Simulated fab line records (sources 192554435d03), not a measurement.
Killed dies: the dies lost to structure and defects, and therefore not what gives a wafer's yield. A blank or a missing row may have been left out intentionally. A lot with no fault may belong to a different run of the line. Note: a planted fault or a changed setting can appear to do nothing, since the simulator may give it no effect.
Struck lot and sound lot, side by side | flow n5_finfet | 20 out of 1938 route steps
Sound: these wafers, L742.1, L742.2, L742.3. Struck: wafers L735.1, L735.3, L735.6. At the end, the cause is stated.
Order at every step that has rows: each side's tool, ch and its chambers, its first start. Under that, the readings that differ: sound wafers | struck wafers | difference of the means | sigmas: that difference in standard deviations of wafers without a fault.
alike: a reading whose means differ by less than 2 such deviations, as well as words and numbers matching on both sides. not compared: withheld readings; readings where some wafer has no value; bounds like >300 that might hide an equal value; numbers whose values overlap and for which the record gives no deviation.
A row with sigmas, a row that says differs or no value, or rows on one side alone: a step with any of these is where the two part. Numbers that have no deviation but don't overlap get no sigmas and don't part them. A reading that every wafer of one side lacks parts them only if that side has two wafers or more.

first, 11 steps without rows for these wafers: N5_BEOL_M3_ETCH_74 (etches underlayer in N2/H2, target depth 6.5 nm, time 5.2 s); N5_BEOL_M3_ETCH_63 (etches SiARC in CF4, target depth 15.6 nm, time 26 s); N5_BEOL_M3_ETCH_64 (etches SOC in N2/H2, target depth 75 nm, overetch 15 nm, time 112.5 s); N5_BEOL_M3_STRIP_65 (strips in N2/H2); N5_BEOL_M3_STRIP_75 (strips in N2/H2); N5_BEOL_M3_STRIP_66 (strips in CF4); N5_BEOL_M3_HM_OPEN_17 (chemistry Cl2/BCl3, target TiN, target depth 20 nm, overetch 6 nm); N5_BEOL_M3_STRIP_19 (strips in O2); N5_BEOL_M3_COAT_67 (time 60 s, resist thk 60 nm); N5_BEOL_M3_COAT_68 (time 60 s, resist thk 12 nm); N5_BEOL_M3_COAT_76 (time 60 s, resist thk 5 nm).
N5_BEOL_M3_COAT_22: resist thk 30 nm.
  sound on litho_track-01 ch 0, day 12 20:52; struck on litho_track-05 ch 0, day 12 17:53
  reading                                      | sound                | struck               | difference | sigmas
  spin_speed_rpm (rpm)                         | 1498.2 1500.0 1497.7 | 1064.6 1063.1 1061.3 | -435.6     | -99 or more
  model.CAR-EUV_of_BEOL_M3_COAT_22.thk_nm (nm) | 30.2 30.2 30         | 35.6 35.6 35.6       | +5.5       |
  alike: chill_plate_temp_C
then, 5 steps without rows for these wafers: N5_BEOL_M3_EBR_24; N5_BEOL_M3_SOFTBAKE_23 (time 60 s); N5_BEOL_M3_EXPOSE_25 (exposes mask V2, defocus 5 nm); N5_BEOL_M3_PEB_26 (peb time 60 s); N5_BEOL_M3_DEVELOP_27 (develop time 30 s).
N5_BEOL_M3_DESCUM_33: chemistry O2, time 7 s.
  sound on rie_diel-04 ch 0,1,3, day 12 21:23; struck on rie_diel-02 ch 2,3, day 12 18:25
  reading                                      | sound          | struck         | difference | sigmas
  showerhead_plenum_p_Torr (Torr)              | 2.02 2.06 2.05 | 2.23 2.14 2.22 | +0.15      | +2
  model.CAR-EUV_of_BEOL_M3_COAT_22.thk_nm (nm) | 26.2 26.2 26   | 31.6 31.8 31.8 | +5.6       |
  alike: drypump_motor_current_A, oes_product_au, rf_vpp_V, temp_c, throttle_valve_pct
  not compared: rf_hours_counter_h
then, 1 step without rows for these wafers: N5_BEOL_M3_ETCH_77 (etches underlayer in N2/H2, target depth 6.5 nm, time 5.2 s).
N5_BEOL_M4_RC_MEAS_101:
  sound on prober-02 ch 0, day 14 20:02; struck on prober-02 ch 0, day 14 12:50
  reading       | sound       | struck      | difference | sigmas
  ION_N (uA/um) | 697 684 688 | 673 652 664 | -27        | -2
  ION_P (uA/um) | 477 466 474 | 461 449 464 | -14        | -2
  alike: DIBL_N, DIBL_P, IOFF_N, IOFF_P, SS_N, SS_P, VT_N, VT_P

## WHERE THEY PART
At N5_BEOL_M3_COAT_22 first; at N5_BEOL_M4_RC_MEAS_101 last (within this record only).

WHY: whatever the simulator had introduced
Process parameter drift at N5_BEOL_M3_COAT_22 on litho_track-05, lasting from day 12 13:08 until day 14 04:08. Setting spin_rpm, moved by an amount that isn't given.
